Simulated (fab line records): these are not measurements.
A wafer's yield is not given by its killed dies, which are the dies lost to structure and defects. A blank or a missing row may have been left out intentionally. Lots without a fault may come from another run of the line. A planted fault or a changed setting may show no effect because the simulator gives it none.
Chamber matching | flow n5 finfet | ald sin-02 running N5_SDB_ALD_29: 4 sister chambers
The step deposits SiNx, target thk 30 nm, pulse time 1 s, ald cycles 600. 4 wafers are shown with their chamber, then 9 later ones without.

== EACH WAFER AND ITS CHAMBER ==
wafer  | chamber | heater power w (W)
L079.1 | 3       | 779
L087.2 | 0       | 808
L087.4 | 2       | 787
L087.6 | 1       | 794

== WAFERS WHOSE CHAMBER IS MISSING ==
wafer  | heater power w (W)
L091.1 | 790
L091.2 | 816
L091.3 | 795
L095.4 | 780
L095.5 | 772
L095.6 | 739
L096.3 | 794
L096.4 | 764
L096.6 | 775

== EACH ONE'S CHAMBER ==
wafer  | from the rows above               | in truth
L091.1 | can't be placed: 2 or 1 or 3 or 0 | 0
L091.2 | can't be placed: 0 or 1 or 2 or 3 | 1
L091.3 | can't be placed: 1 or 2 or 0 or 3 | 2
L095.4 | can't be placed: 3 or 2 or 1 or 0 | 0
L095.5 | can't be placed: 3 or 2 or 1 or 0 | 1
L095.6 | can't be placed: 3 or 2 or 1 or 0 | 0
L096.3 | can't be placed: 1 or 2 or 0 or 3 | 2
L096.4 | can't be placed: 3 or 2 or 1 or 0 | 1
L096.6 | can't be placed: 3 or 2 or 1 or 0 | 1
Correct placement for 0 of the 9. These rows do not allow placing 9 (true chamber among the candidates in 9). Placed wrongly: 0.
How it was worked out, from the rows above alone: a wafer's distance from a chamber is the root of the sum, over the readings, of the square of ((its reading less the chamber's mean) divided by the reading's scatter). If the next closest chamber is less than 2 further off than the closest, the wafer can't be placed; otherwise it belongs to the closest. The mean given for a chamber averages the wafers shown for that chamber. The scatter: with one shown wafer a chamber, the root of the mean of the squares of how far each hidden wafer lies from its nearest shown one.
